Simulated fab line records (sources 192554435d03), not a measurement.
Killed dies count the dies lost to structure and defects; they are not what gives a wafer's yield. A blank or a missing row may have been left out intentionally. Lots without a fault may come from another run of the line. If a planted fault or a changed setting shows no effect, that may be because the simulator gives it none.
A struck lot beside a sound one || flow n5 finfet || 40 steps out of a route of 1938
Sound: the wafers L608.2, L608.3, L608.6. Wafers struck: L622.1, L622.3, L622.4. The cause comes at the end.
At each step with rows: each side's tool, then ch and its chambers, then its first start. Under that, the readings that differ: sound wafers || struck wafers || difference of the means || sigmas: that difference in standard deviations of wafers without a fault.
alike: readings with means less than 2 such deviations apart, plus words and numbers identical on both sides. not compared: withheld readings, readings lacking a value on some wafer, bounds such as >300 that could conceal the same value, and numbers that have no deviation in the record and whose values overlap.
The two part at a step that has a row with sigmas, a row that says differs or no value, or rows on one side only. Numbers that have no deviation but don't overlap get no sigmas and don't part them. A reading that every wafer of one side lacks parts them only if that side has two wafers or more.

first, 11 steps without rows for these wafers: N5_MOL_CONTACT_COAG_DESCUM_13 (chemistry O2, time 7 s); N5_MOL_CONTACT_COAG_ETCH_59 (etches underlayer in N2/H2, target depth 13 nm, time 10.4 s); N5_MOL_CONTACT_COAG_ETCH_105 (etches SiARC in CF4, target depth 15.6 nm, time 26 s); N5_MOL_CONTACT_COAG_ETCH_106 (etches SOC in N2/H2, target depth 80 nm, overetch 16 nm, time 120 s); N5_MOL_CONTACT_COAG_STRIP_107 (strips in N2/H2); N5_MOL_CONTACT_COAG_STRIP_108 (strips in N2/H2); N5_MOL_CONTACT_COAG_CONTACT_ETCH_14 (etches SiO2 in C4F6/O2, target depth 27.5 nm, overetch 8.5 nm, time 20 s); N5_MOL_CONTACT_COAG_STRIP_109 (strips in C4F6/O2); N5_MOL_CONTACT_COAG_ETCH_15 (etches SiNx in CH3F/O2, stops on Si:P, target depth 7 nm); N5_MOL_CONTACT_COAG_ETCH_110 (etches Si in CF4/O2, target depth 2.5 nm, time 8 s); N5_MOL_CONTACT_COAG_STRIP_98 (strips in N2/H2).
N5_MOL_CONTACT_COAG_IMPLANT_129:
  sound on implanter-02 ch 0, day 5 09:50; struck on implanter-02 ch 0, day 9 00:16
{"reading": "beam energy keV", "sound": "2.9997 3.0001 2.9978", "struck": "1.1929 1.1919 1.1919", "difference": -1.8070, "sigmas": "-99 or more"}
{"reading": "end station pressure torr (Torr)", "sound": "5.7e-06 5.5e-06 5.8e-06", "struck": "8.2e-06 7.7e-06 8.3e-06", "difference": "+2.4e-06", "sigmas": "+8"}
{"reading": "model.implant.rp nm (nm)", "sound": "5.979 5.979 5.979", "struck": "3.776 3.776 3.776", "difference": -2.203, "sigmas": ""}
{"reading": "model.implant.drp nm (nm)", "sound": "2.134 2.134 2.134", "struck": "1.226 1.226 1.226", "difference": -0.908, "sigmas": ""}
then, 26 steps without rows for these wafers: N5_MOL_CONTACT_COAG_PRECLEAN_111 (cleans in NF3:NH3, afs cycles 1, time 20 s, sublimation time 60 s); N5_MOL_CONTACT_COAG_TI_SIL_19 (material Ti, target thk 4.2 nm, time 15 s); N5_MOL_CONTACT_COAG_ALD_20 (deposits TiN, target thk 1.5 nm, pulse time 1 s, purge time 3 s); N5_MOL_CONTACT_COAG_SIL_ANNEAL_21 (time 60 s); N5_MOL_CONTACT_COAG_PRE_CLEAN_141 (time 60 s); N5_MOL_CONTACT_COAG_SPUTTER_143 (material Co, target thk 2.5 nm); N5_MOL_CONTACT_COAG_CO_FILL_22 (material Co, precursor CCTBA/H2, target thk 20 nm); N5_MOL_CONTACT_COAG_ANNEAL_113 (time 300 s); N5_MOL_CONTACT_COAG_PRE_CLEAN_142 (time 60 s); N5_MOL_CONTACT_COAG_SPUTTER_130 (material Co, target thk 47.5 nm); N5_MOL_CONTACT_COAG_PRECLEAN_125 (cleans in DIW, time 57.5 s); N5_MOL_CONTACT_COAG_SRD_126 (dry time 32 s); N5_MOL_CONTACT_COAG_CMP_23 (polishes, stops on SiO2, t overpolish 1.5 s, target thk 0 nm); N5_MOL_CONTACT_COAG_WET_ETCH_26 (target Co, target depth 13 nm); N5_MOL_CONTACT_COAG_WET_ETCH_116 (etches the open film in SC1-inhibited, target depth 4.6 nm, rinse time 30 s); N5_MOL_CONTACT_COAG_ALD_27 (deposits SiOC, target thk 17 nm, pulse time 1.5 s, time 2720 s); N5_MOL_CONTACT_COAG_CMP_28 (polishes, stops on SiNx, t overpolish 0.85 s, target thk 14.522 nm); N5_MOL_CONTACT_COAG_ALD_123 (deposits SiNx, target thk 5 nm, pulse time 1 s, purge time 2 s); N5_MOL_CONTACT_COAG_PECVD_31 (deposits SiO2 from TEOS/O2, target thk 46 nm, time 8.9 s); N5_MOL_CONTACT_COAG_COAT_75 (time 60 s, resist thk 60 nm); N5_MOL_CONTACT_COAG_COAT_76 (time 60 s, resist thk 10 nm); N5_MOL_CONTACT_COAG_COAT_77 (time 60 s, resist thk 10 nm); N5_MOL_CONTACT_COAG_COAT_78 (resist thk 40 nm); N5_MOL_CONTACT_COAG_EBR_80; N5_MOL_CONTACT_COAG_SOFTBAKE_79 (time 60 s); N5_MOL_CONTACT_COAG_EXPOSE_81 (exposes mask VG, defocus 0 nm).
-- record jumps: 4 days separate the struck wafers' starts on either side; left off in module MOL_CONTACT_COAG, taken up again in module BEOL_M4, whose first shown step is the route's number 1111 --
N5_BEOL_M4_RC_MEAS_101:
  sound on prober-01 ch 0, day 8 20:35; struck on prober-01 ch 0, day 12 19:22
{"reading": "ION_P (uA/um)", "sound": "472 454 462", "struck": "437 441", "difference": -24, "sigmas": -2}
{"reading": "RC_DENSE_N (ohm.um)", "sound": "18.4 19.9 18.3", "struck": "27.0 25.2", "difference": "+7.2", "sigmas": "+11"}
{"reading": "RC_DENSE_P (ohm.um)", "sound": "23.2 24.8 23.3", "struck": "33.8 31.2", "difference": "+8.7", "sigmas": "+11"}
{"reading": "RC_N (ohm.um)", "sound": "14.9 16.2 14.9", "struck": "21.7 20.4", "difference": "+5.7", "sigmas": "+11"}
{"reading": "RC_P (ohm.um)", "sound": "18.7 20.1 18.7", "struck": "27.2 25.6", "difference": "+7.2", "sigmas": "+11"}
{"reading": "REXT_N (ohm.um)", "sound": "77.1 78.4 75.1", "struck": "86.1 83.4", "difference": "+7.9", "sigmas": "+4"}
  alike: DIBL_N, DIBL_P, IOFF_N, IOFF_P, ION_N, REXT_P, SS_N, SS_P, VT_N, VT_P
-- record jumps: 5 days separate the struck wafers' starts on either side; left off in module BEOL_M4, taken up again in module PASSIVATION, whose first shown step is the route's number 1936 --
N5_PASSIVATION_PROBE_49:
  sound on prober-01 at day 13 13:28; struck on prober-02 at day 17 13:36
{"reading": "sort_bin_8_speed (%)", "sound": "0 0 0", "struck": "0.59 0.08", "difference": "+0.33", "sigmas": "+3"}
  alike: defect limited yield, killed_at_M0_to_M3, killed_at_M4_up, killed at contacts, killed at front end, killed at other, killed dies, killed on rim, killed open, killed short, sort_bin_4_leakage, sort_bin_5_function, sort_bin_6_memory, sort n pass, sort yield pct

== WHERE THEY PART ==
Last at N5_PASSIVATION_PROBE_49 as far as this record goes, first at N5_MOL_CONTACT_COAG_IMPLANT_129.

WHY: what the simulator had put in
Process parameters drifting: implanter-02 at N5_MOL_CONTACT_COAG_IMPLANT_129, beginning at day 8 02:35. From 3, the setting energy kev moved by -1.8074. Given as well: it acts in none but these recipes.
